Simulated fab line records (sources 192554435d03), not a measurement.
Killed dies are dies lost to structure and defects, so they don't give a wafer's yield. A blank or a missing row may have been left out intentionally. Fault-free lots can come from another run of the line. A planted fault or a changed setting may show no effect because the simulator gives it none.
fab line records	flow n5Finfet
record: lots: 7	wafers: 39
route steps=1938 shown ZERO_LAYER@16 FIN_SAQP@125 SD_EPI_P@321 SD_ACTIVATION@330 GATE_CUT@510
startH: hours from the record's opening day to when the first of the lot's shown wafers began	waitH: how many hours have passed since the lot's step before this one	" same as the row above	L1.1+2: a row that stands for several wafers	- either no value or no given start	* or withheld: withheld	< > ~ a bound
route shown NAME@n: names a module that has steps shown in the file, with the first one's number in the route	usual: mean/standard deviation of fault-free wafers	same: alike in all rows	chamber/n: place in a boat	sites: readings site by site	_std_site: how widely they spread, as a standard deviation	_edge_site: mean of outer sites minus mean of inner sites	radiusMm: for every site, how far away it sits from the centre of the wafer	mask NAME#n: copy n	behind: the most recent tool/chamber to have shaped the wafer	hold: what put the lot on hold/how long, in hours/how the hold closed	device: names the non-switching transistor (n, p or np)	end of line: the route-end tests of the same wafers	a step given without rows: its recipe and nothing more	killed: dies lost to structure and defects at the first sort, not the wafer's yield	map: the dies of a wafer, with x for killed, . for not killed, _ for no die there
set.NAME: the setting that was run; set.NAME@STEP: the one run at that earlier step	model.NAME: the simulator's own value behind a step, which no gauge read
one table per step and one row per wafer, for lots whose settings were changed on purpose
== steps ==
step: N5_ZERO_LAYER_ETCH_18
recipe: chemistry: HBr/Cl2	target: Si	targetDepthA: 1200	timeS: 40	pressureMtorr: 10	icpW: 800	biasW: 75	HBr_flow_sccm: 150	Cl2_flow_sccm: 80
lot.wafer	tool	chamber	startH	waitH	set.targetDepthA	model.etch.depthNm	model.ZERO_LAYER.featureDepthNm	model.coat_of_ZERO_LAYER_COAT_05.thkNm
L075.1	rieSi-04	1	18.91	0.0	1200	122.5	122.5	930.3
L075.3	"	3	"	"	1200	120.6	120.6	925.5
L075.4	"	0	"	"	1200	122.9	122.9	925.5
L077.1	rieSi-05	1	31.09	0.0	691.4	69.61	69.61	945.6
L077.2	"	3	"	"	691.4	69.32	69.32	947.8
L077.3	"	2	"	"	1200	121.5	121.5	929
L077.4	"	0	"	"	691.4	69.24	69.24	948.6
L077.5	"	1	"	"	1200	120.9	120.9	930.8
L077.6	"	0	"	"	1200	119.1	119.1	933.1
L078.1	rieSi-02	2	36.91	0.0	1483	143.3	143.3	924.4
L078.2	"	0	"	"	1200	118.4	118.4	932.8
L078.3	"	1	"	"	1200	123.3	123.3	932.9
L078.4	"	3	"	"	1483	143.7	143.7	923.8
L078.5	"	0	"	"	1483	143.9	143.9	921.3
L078.6	"	1	"	"	1200	123.2	123.2	929.5
L079.1	rieSi-02	1	42.92	0.0	757.8	78.05	78.05	945.6
L079.2	"	0	"	"	757.8	74.04	74.04	948.8
L079.3	"	3	"	"	757.8	73.65	73.65	950.4
L079.4	"	2	"	"	1200	114.9	114.9	932.6
L079.5	"	2	"	"	1200	115.2	115.2	933.6
L079.6	"	1	"	"	1200	123.4	123.4	934.1
L081.1	rieSi-02	0	55.10	0.0	1821	177.3	177.3	915.7
L081.2	"	1	"	"	1200	120.9	120.9	936.3
L081.3	"	3	"	"	1200	116.2	116.2	934.8
L081.4	"	2	"	"	1821	174	174	919.7
L081.5	"	2	"	"	1821	173.9	173.9	919.9
L081.6	"	1	"	"	1200	122	122	935.7
L082.1	rieSi-05	1	60.79	0.0	1200	122.7	122.7	931.9
L082.2	"	0	"	"	1200	122.1	122.1	936.3
L082.3	"	3	"	"	1200	120.5	120.5	935.6
L082.4	"	2	"	"	1200	120.7	120.7	931.7
L082.5	"	2	"	"	1200	120.5	120.5	934.8
L082.6	"	1	"	"	1200	122	122	935.9
L084.1	rieSi-05	2	72.91	0.0	1200	122.2	122.2	925.4
L084.2	"	3	"	"	712.7	72.42	72.42	941.7
L084.3	"	2	"	"	712.7	72.24	72.24	942.8
L084.4	"	3	"	"	1200	122.5	122.5	923.1
L084.5	"	2	"	"	1200	122.2	122.2	927
L084.6	"	3	"	"	712.7	72.2	72.2	941
step: N5_ZERO_LAYER_STRIP_24
recipe: chemistry: O2	powerW: 1000	tempC: 250	overashFraction: 0.3	pressureMtorr: 1000	o2FlowSccm: 6750
usual: stripTimeToEndpointS: 43.84/0.11
lot.wafer	tool	chamber	startH	waitH	set.targetDepthA@ZERO_LAYER_ETCH_18	stripTimeToEndpointS
L075.1	plasmaAsher-01	0	19.02	0.1	1200	43.84
L075.3	"	1	"	"	1200	43.71
L075.4	"	0	"	"	1200	43.71
L077.1	plasmaAsher-01	1	31.19	0.1	691.4	44.30
L077.2	"	0	"	"	691.4	44.36
L077.3	"	1	"	"	1200	43.81
L077.4	"	0	"	"	691.4	44.40
L077.5	"	1	"	"	1200	43.86
L077.6	"	0	"	"	1200	43.93
L078.1	plasmaAsher-02	1	37.02	0.1	1483	43.69
L078.2	"	0	"	"	1200	43.91
L078.3	"	1	"	"	1200	43.92
L078.4	"	0	"	"	1483	43.65
L078.5	"	0	"	"	1483	43.59
L078.6	"	1	"	"	1200	43.83
L079.1	plasmaAsher-01	1	43.02	0.1	757.8	44.32
L079.2	"	0	"	"	757.8	44.40
L079.3	"	0	"	"	757.8	44.45
L079.4	"	1	"	"	1200	43.91
L079.5	"	0	"	"	1200	43.94
L079.6	"	1	"	"	1200	43.94
L081.1	plasmaAsher-01	0	55.20	0.1	1821	43.40
L081.2	"	1	"	"	1200	44.02
L081.3	"	1	"	"	1200	43.99
L081.4	"	0	"	"	1821	43.52
L081.5	"	1	"	"	1821	43.51
L081.6	"	0	"	"	1200	44.01
L082.1	plasmaAsher-01	1	60.90	0.1	1200	43.88
L082.2	"	0	"	"	1200	44.03
L082.3	"	1	"	"	1200	44.00
L082.4	"	0	"	"	1200	43.89
L082.5	"	1	"	"	1200	43.98
L082.6	"	0	"	"	1200	44.03
L084.1	plasmaAsher-02	0	73.06	0.1	1200	43.73
L084.2	"	1	"	"	712.7	44.17
L084.3	"	1	"	"	712.7	44.21
L084.4	"	0	"	"	1200	43.62
L084.5	"	0	"	"	1200	43.74
L084.6	"	1	"	"	712.7	44.17
step: N5_FIN_SAQP_SPACER1_ALD_24
recipe: material: SiO2	targetThkA: 203	tempC: 300	aldPrecursorFamily: BDEAS	aldCoReactant: O2-plasma	pulseTimeS: 1	purgeTimeS: 2	coReactantPurgeTimeS: 2	aldCycles: 218	pressureTorr: 2
lot.wafer	tool	chamber	startH	waitH	set.aldCycles	model.SiO2_of_FIN_SAQP_SPACER1_ALD_24.thkNm
L075.1+3	aldSin-01	3,2	29.03	0.3	218	20.2
L075.4	"	1	"	"	218	20.4
L077.1+3+4+5+6	aldSin-03	1,0,3,1,0	40.97	0.3	218	20.4
L077.2	"	2	"	"	218	20.2
L078.1+4+5+6	aldSin-03	2,0,2,1	46.73	0.5	218	20.2
L078.2+3	"	1,3	"	"	218	20.4
L079.1+5	aldSin-01	3,1	53.09	0.3	115	10.8
L079.2+3	"	1,0	"	"	218	20.4
L079.4	"	2	"	"	115	10.6
L079.6	"	2	"	"	218	20.2
L081.1+6	aldSin-03	2,3	66.91	1.6	140	13.2
L081.2+3+5	"	1,3,1	"	"	218	20.4
L081.4	"	2	"	"	140	13
L082.1+3+5	aldSin-01	1,2,0	70.61	0.3	218	20.2
L082.2+4	"	3,0	"	"	337	31.4
L082.6	"	1	"	"	337	31.2
L084.1+6	aldSin-01	1,3	83.47	0.3	218	20.4
L084.2+4	"	3,0	"	"	91	8.4
L084.3	"	2	"	"	218	20.2
L084.5	"	0	"	"	91	8.6
step: N5_FIN_SAQP_SPACER1_ETCHBACK_25
recipe: chemistry: CHF3/O2	mode: anisotropicEtchback	target: SiO2	targetDepthA: 244	timeS: 12.2	pressureMtorr: 30	sourceW: 650	biasW: 170	Ar_flow_sccm: 200	CHF3_flow_sccm: 50	O2_flow_sccm: 5	ionEnergyEv: 200
step: N5_FIN_SAQP_MANDREL1_REMOVE_56
recipe: chemistry: HBr/Cl2/O2	btTimeS: 10	target: a-Si	stopOn: SiNx	endpoint: OES-SiCl	overEtchFrac: 1	icpW: 600	biasW: 22	HBr_flow_sccm: 150	Cl2_flow_sccm: 80	O2_flow_sccm: 5	pressureMtorr: 10
lot.wafer	tool	chamber	startH	waitH	set.aldCycles@FIN_SAQP_SPACER1_ALD_24	model.FIN_SAQP.cdNm
L075.1+4	rieSi-05	0,2	29.90	0.1	218	20.2
L075.3	"	1	"	"	218	20.6
L077.1+4+6	rieSi-02	1,2,1	41.83	0.1	218	20.4
L077.2+3+5	"	3,0,2	"	"	218	20.2
L078.1+2+5+6	rieSi-05	3,2,3,2	47.58	0.1	218	20.2
L078.3+4	"	1	"	"	218	20.6
L079.1+5	rieSi-02	0,1	53.90	0.1	115	10.8
L079.2+6	"	1,0	"	"	218	20.2
L079.3	"	3	"	"	218	20.4
L079.4	"	2	"	"	115	10.6
L081.1	rieSi-02	1	67.72	0.1	140	13
L081.2+3	"	3,0	"	"	218	20.4
L081.4	"	2	"	"	140	12.8
L081.5	"	2	"	"	218	20.2
L081.6	"	1	"	"	140	13.2
L082.1+3	rieSi-05	0,2	71.41	0.1	218	20.2
L082.2	"	3	"	"	337	31.4
L082.4+6	"	0,2	"	"	337	31.2
L082.5	"	3	"	"	218	20.4
L084.1+6	rieSi-02	1	84.28	0.1	218	20.4
L084.2+4+5	"	0,2,2	"	"	91	8.6
L084.3	"	3	"	"	218	20.2
step: N5_FIN_SAQP_CD_MEAS_27
recipe: targetCdNm: 20	landingEnergyEv: 1000	detector: seInlens	polarity: line
usual: cdNm: 20.31/0.24
lot.wafer	tool	chamber	startH	waitH	set.aldCycles@FIN_SAQP_SPACER1_ALD_24	cdNm
L075.1	cdSem-01	0	30.00	0.1	218	20.21
L075.3	"	0	"	"	218	20.41
L075.4	"	0	"	"	218	20.32
L077.1	cdSem-01	0	41.94	0.1	218	20.38
L077.2	"	0	"	"	218	19.83
L077.3	"	0	"	"	218	19.97
L077.4	"	0	"	"	218	20.57
L077.5	"	0	"	"	218	19.98
L077.6	"	0	"	"	218	20.48
L078.1	cdSem-02	0	47.69	0.1	218	20.20
L078.2	"	0	"	"	218	19.95
L078.3	"	0	"	"	218	20.50
L078.4	"	0	"	"	218	20.75
L078.5	"	0	"	"	218	20.08
L078.6	"	0	"	"	218	20.24
L079.1	cdSem-01	0	54.01	0.1	115	10.70
L079.2	"	0	"	"	218	20.58
L079.3	"	0	"	"	218	20.48
L079.4	"	0	"	"	115	10.85
L079.5	"	0	"	"	115	10.89
L079.6	"	0	"	"	218	20.44
L081.1	cdSem-01	0	67.83	0.1	140	12.79
L081.2	"	0	"	"	218	20.69
L081.3	"	0	"	"	218	20.50
L081.4	"	0	"	"	140	12.94
L081.5	"	0	"	"	218	20.53
L081.6	"	0	"	"	140	13.04
L082.1	cdSem-01	0	71.52	0.1	218	20.03
L082.2	"	0	"	"	337	31.52
L082.3	"	0	"	"	218	20.39
L082.4	"	0	"	"	337	31.13
L082.5	"	0	"	"	218	20.11
L082.6	"	0	"	"	337	31.12
L084.1	cdSem-02	0	84.39	0.1	218	20.51
L084.2	"	0	"	"	91	8.30
L084.3	"	0	"	"	218	20.33
L084.4	"	0	"	"	91	8.57
L084.5	"	0	"	"	91	8.58
L084.6	"	0	"	"	218	20.68
step: N5_SD_EPI_P_EPI_21
recipe: material: SiGe:B	dopant: B	tempC: 550	pressureTorr: 20	ambient: H2	timeS: 355
lot.wafer	tool	chamber	startH	waitH	set.epiGrowthTimeS	model.SiGe-B_of_SD_EPI_P_EPI_21.thkNm
L075.1	epiRpcvd-04	0	63.64	0.1	355	61.6
L075.3+4	"	0	"	"	355	61
L077.1	epiRpcvd-04	0	74.20	0.1	413.9	68.2
L077.2	"	0	"	"	355	61.2
L077.3	"	0	"	"	355	61.6
L077.4	"	0	"	"	355	61.4
L077.5+6	"	0	"	"	413.9	67.4
L078.1+4	epiRpcvd-01	0	81.31	0.1	355	61
L078.2	"	0	"	"	523	80
L078.3	"	0	"	"	355	61.4
L078.5	"	0	"	"	523	79.4
L078.6	"	0	"	"	523	79.6
L079.1	epiRpcvd-03	0	85.18	0.1	355	60.8
L079.2+3	"	0	"	"	355	60.4
L079.4	"	0	"	"	355	61.2
L079.5	"	0	"	"	355	60.6
L079.6	"	0	"	"	355	61
L081.1+6	epiRpcvd-01	0	98.12	0.1	178.5	33.2
L081.2+3	"	0	"	"	355	61.2
L081.4	"	0	"	"	355	61
L081.5	"	0	"	"	178.5	33.4
L082.1	epiRpcvd-01	0	104.09	0.1	355	61.2
L082.2	"	0	"	"	355	60.6
L082.3	"	0	"	"	355	60.2
L082.4+6	"	0	"	"	542.6	81.4
L082.5	"	0	"	"	542.6	81.2
L084.1+4	epiRpcvd-01	0	114.82	0.1	355	62
L084.2	"	0	"	"	355	62.4
L084.3+6	"	0	"	"	243	46
L084.5	"	0	"	"	243	45
step: N5_SD_EPI_P_EPI_MEAS_23
recipe: mode: xrd
usual: thkNm: 61.2/1.2
lot.wafer	tool	chamber	startH	waitH	set.epiGrowthTimeS@SD_EPI_P_EPI_21	thkNm
L075.1	filmMetro-01	-	65.83	1.8	355	63.0
L075.3	"	-	"	"	355	62.3
L075.4	"	-	"	"	355	60.3
L077.1	filmMetro-01	-	76.40	1.8	413.9	66.8
L077.2	"	-	"	"	355	59.1
L077.3	"	-	"	"	355	62.1
L077.4	"	-	"	"	355	61.8
L077.5	"	-	"	"	413.9	67.8
L077.6	"	-	"	"	413.9	67.5
L078.1	filmMetro-01	-	83.51	1.8	355	60.6
L078.2	"	-	"	"	523	80.7
L078.3	"	-	"	"	355	61.1
L078.4	"	-	"	"	355	61.4
L078.5	"	-	"	"	523	81.9
L078.6	"	-	"	"	523	80.8
L079.1	filmMetro-02	-	87.37	1.8	355	60.1
L079.2	"	-	"	"	355	62.4
L079.3	"	-	"	"	355	61.3
L079.4	"	-	"	"	355	60.1
L079.5	"	-	"	"	355	59.2
L079.6	"	-	"	"	355	60.3
L081.1	filmMetro-01	-	100.32	1.8	178.5	32.8
L081.2	"	-	"	"	355	60.2
L081.3	"	-	"	"	355	62.3
L081.4	"	-	"	"	355	60.5
L081.5	"	-	"	"	178.5	33.9
L081.6	"	-	"	"	178.5	35.1
L082.1	filmMetro-02	-	106.28	1.8	355	60.9
L082.2	"	-	"	"	355	58.3
L082.3	"	-	"	"	355	59.2
L082.4	"	-	"	"	542.6	81.6
L082.5	"	-	"	"	542.6	82.5
L082.6	"	-	"	"	542.6	80.5
L084.1	filmMetro-01	-	117.01	1.8	355	62.6
L084.2	"	-	"	"	355	62.2
L084.3	"	-	"	"	243	46.4
L084.4	"	-	"	"	355	62.0
L084.5	"	-	"	"	243	44.7
L084.6	"	-	"	"	243	47.2
step: N5_SD_EPI_P_HM_STRIP_48
recipe: chemistry: H3PO4	tempC: 160	material: SiNx	target: SiNx	targetDepthA: 30	overetchFraction: 0.3
step: N5_SD_EPI_P_SRD_49
recipe: dry: ipaMarangoni	timeS: 30	tempC: 23	rinseLiquid: diw
step: N5_SD_ACTIVATION_RTA_00
recipe: tempC: 975	timeS: 0	ambient: N2	idleTempC: 600	rampUpCPerS: 150	rampDownCPerS: 60	coolToC: 600
step: N5_SD_ACTIVATION_LSA_01
recipe: tempC: 1080	timeS: 0.0008	ambient: N2
step: N5_SD_ACTIVATION_RS_MEAS_03
recipe: thkMeasGauge: four-point-probe
usual: RS_SD_N: 21.96/0.28	RS_SD_P: 55.9/0.92
lot.wafer	tool	chamber	startH	waitH	set.epiGrowthTimeS@SD_EPI_P_EPI_21	RS_SD_N[ohm/sq]	RS_SD_P[ohm/sq]
L075.1	filmMetro-02	-	66.68	0.2	355	22.44	55.3
L075.3	"	-	"	"	355	22.35	56.3
L075.4	"	-	"	"	355	22.30	56.6
L077.1	filmMetro-01	-	77.16	0.2	413.9	21.49	49.1
L077.2	"	-	"	"	355	21.76	54.8
L077.3	"	-	"	"	355	21.63	54.0
L077.4	"	-	"	"	355	21.46	54.7
L077.5	"	-	"	"	413.9	21.71	49.3
L077.6	"	-	"	"	413.9	21.47	49.6
L078.1	filmMetro-01	-	84.27	0.2	355	22.10	55.3
L078.2	"	-	"	"	523	21.95	42.2
L078.3	"	-	"	"	355	21.98	54.7
L078.4	"	-	"	"	355	22.40	55.2
L078.5	"	-	"	"	523	22.31	42.7
L078.6	"	-	"	"	523	22.30	42.3
L079.1	filmMetro-01	-	87.98	0.2	355	21.68	56.2
L079.2	"	-	"	"	355	21.67	57.7
L079.3	"	-	"	"	355	21.36	57.4
L079.4	"	-	"	"	355	21.60	56.3
L079.5	"	-	"	"	355	21.84	57.8
L079.6	"	-	"	"	355	21.62	57.4
L081.1	filmMetro-01	-	101.16	0.2	178.5	22.03	104.5
L081.2	"	-	"	"	355	21.79	56.3
L081.3	"	-	"	"	355	22.12	56.2
L081.4	"	-	"	"	355	22.36	56.4
L081.5	"	-	"	"	178.5	22.06	103.2
L081.6	"	-	"	"	178.5	21.90	103.7
L082.1	filmMetro-02	-	106.89	0.2	355	21.83	56.5
L082.2	"	-	"	"	355	21.53	56.8
L082.3	"	-	"	"	355	21.81	57.7
L082.4	"	-	"	"	542.6	21.61	42.5
L082.5	"	-	"	"	542.6	21.77	42.2
L082.6	"	-	"	"	542.6	21.71	42.5
L084.1	filmMetro-02	-	117.79	0.2	355	22.12	55.3
L084.2	"	-	"	"	355	21.96	55.1
L084.3	"	-	"	"	243	21.60	75.7
L084.4	"	-	"	"	355	22.21	55.9
L084.5	"	-	"	"	243	22.14	77.1
L084.6	"	-	"	"	243	21.75	74.3
step: N5_GATE_CUT_ALD_22
recipe: material: SiNx	targetThkA: 160	tempC: 400	aldPrecursorFamily: SiH2I2	aldCoReactant: N2/H2-plasma	pulseTimeS: 1	aldCycles: 320	purgeTimeS: 2	coReactantPurgeTimeS: 2	pressureTorr: 2
lot.wafer	tool	chamber	startH	waitH	set.aldCycles	model.SiNx_of_GATE_CUT_ALD_22.thkNm
L075.1+3+4	aldSin-02	1,3,2	92.96	0.0	320	16
L077.1+3+4	aldSin-03	0,1,3	103.73	0.6	320	16
L077.2	"	2	"	"	152	7.4
L077.5+6	"	2,3	"	"	152	7.6
L078.1+5+6	aldSin-03	2,0,1	110.14	0.0	497	24.8
L078.2+3+4	"	0,1,3	"	"	320	16
L079.1	aldSin-03	2	117.87	0.4	320	16
L079.2+5	"	0,3	"	"	320	16.2
L079.3+4	"	1,3	"	"	451	22.6
L079.6	"	2	"	"	451	22.4
L081.1+2	aldSin-03	3,2	127.51	0.3	320	16
L081.3+4+5	"	0,1,0	"	"	512	25.6
L081.6	"	3	"	"	320	15.8
L082.1	aldSin-03	0	132.52	0.0	320	16.2
L082.2+3+4+5+6	"	2,1,3,0,3	"	"	320	16
L084.1	aldSin-02	0	144.04	0.0	153	7.6
L084.2+5+6	"	3,0,3	"	"	320	16
L084.3+4	"	1,2	"	"	153	7.8
step: N5_GATE_CUT_CMP_23
recipe: stopOn: SiO2	tOverpolishS: 23.4	postCmpClean: alkalineBrush	downForcePsi: 2.5	platenRpm: 51.8	padVelocityMS: 1.0307	targetThkNm: 16
usual: timeToEndpointS: 17.7/2.8
lot.wafer	tool	chamber	startH	waitH	set.aldCycles@GATE_CUT_ALD_22	timeToEndpointS
L075.4	cmp-03	3	94.45	0.8	320	16.2
L075.1	"	0	"	"	320	14.5
L075.3	"	1	"	"	320	15.7
L077.2	cmp-01	1	105.22	0.8	152	5.3
L077.3	"	2	"	"	320	18.4
L077.1	"	3	"	"	320	21.5
L077.4	"	0	"	"	320	11.9
L077.5	"	1	"	"	152	5.5
L077.6	"	2	"	"	152	4.6
L078.4	cmp-01	0	111.62	0.8	320	12.1
L078.1	"	1	"	"	497	25.9
L078.3	"	2	"	"	320	18.7
L078.2	"	3	"	"	320	20.5
L078.5	"	0	"	"	497	24.6
L078.6	"	1	"	"	497	26.5
L079.1	cmp-03	1	119.36	0.8	320	14.0
L079.4	"	2	"	"	451	26.4
L079.3	"	3	"	"	451	23.4
L079.2	"	0	"	"	320	15.2
L079.6	"	1	"	"	451	24.2
L079.5	"	2	"	"	320	16.8
L081.2	cmp-03	0	128.99	0.8	320	16.6
L081.4	"	1	"	"	512	29.0
L081.1	"	2	"	"	320	19.1
L081.3	"	3	"	"	512	27.7
L081.6	"	0	"	"	320	17.5
L081.5	"	1	"	"	512	32.4
L082.2	cmp-03	0	134.09	0.8	320	16.6
L082.1	"	1	"	"	320	15.6
L082.4	"	2	"	"	320	17.5
L082.3	"	3	"	"	320	12.1
L082.6	"	0	"	"	320	16.0
L082.5	"	1	"	"	320	14.3
L084.1	cmp-03	2	145.53	0.8	153	5.7
L084.2	"	3	"	"	320	14.4
L084.3	"	0	"	"	153	8.3
L084.4	"	1	"	"	153	8.1
L084.6	"	2	"	"	320	21.9
L084.5	"	3	"	"	320	15.2
== key ==
split: step: N5_ZERO_LAYER_ETCH_18	setting: targetDepthA	stated: 1200	by: wafer
response: step: N5_ZERO_LAYER_ETCH_18	reading: model.etch.depthNm	change: +1.14	per: 1%	r: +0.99
response: step: N5_ZERO_LAYER_ETCH_18	reading: model.ZERO_LAYER.featureDepthNm	change: +1.14	per: 1%	r: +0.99
response: step: N5_ZERO_LAYER_ETCH_18	reading: model.coat_of_ZERO_LAYER_COAT_05.thkNm	change: -0.374	per: 1%	r: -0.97
response: step: N5_ZERO_LAYER_STRIP_24	reading: stripTimeToEndpointS	change: *	per: 1%	r: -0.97
split: step: N5_FIN_SAQP_SPACER1_ALD_24	setting: aldCycles	stated: 218	by: wafer
response: step: N5_FIN_SAQP_SPACER1_ALD_24	reading: model.SiO2_of_FIN_SAQP_SPACER1_ALD_24.thkNm	change: +0.204	per: 1%	r: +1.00
response: step: N5_FIN_SAQP_MANDREL1_REMOVE_56	reading: model.FIN_SAQP.cdNm	change: +0.202	per: 1%	r: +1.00
response: step: N5_FIN_SAQP_CD_MEAS_27	reading: cdNm	change: +0.206	per: 1%	r: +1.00
split: step: N5_SD_EPI_P_EPI_21	setting: epiGrowthTimeS	stated: 355	by: wafer
response: step: N5_SD_EPI_P_EPI_21	reading: model.SiGe-B_of_SD_EPI_P_EPI_21.thkNm	change: +0.453	per: 1%	r: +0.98
response: step: N5_SD_EPI_P_EPI_MEAS_23	reading: thkNm	change: *	per: 1%	r: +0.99
response: step: N5_SD_ACTIVATION_RS_MEAS_03	reading: RS_SD_P	shape: bent	atLowest: 103.8	atStated: 56.1	atHighest: 42.4
split: step: N5_GATE_CUT_ALD_22	setting: aldCycles	stated: 320	by: wafer
response: step: N5_GATE_CUT_ALD_22	reading: model.SiNx_of_GATE_CUT_ALD_22.thkNm	change: +0.16	per: 1%	r: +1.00
response: step: N5_GATE_CUT_CMP_23	reading: timeToEndpointS	change: *	per: 1%	r: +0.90
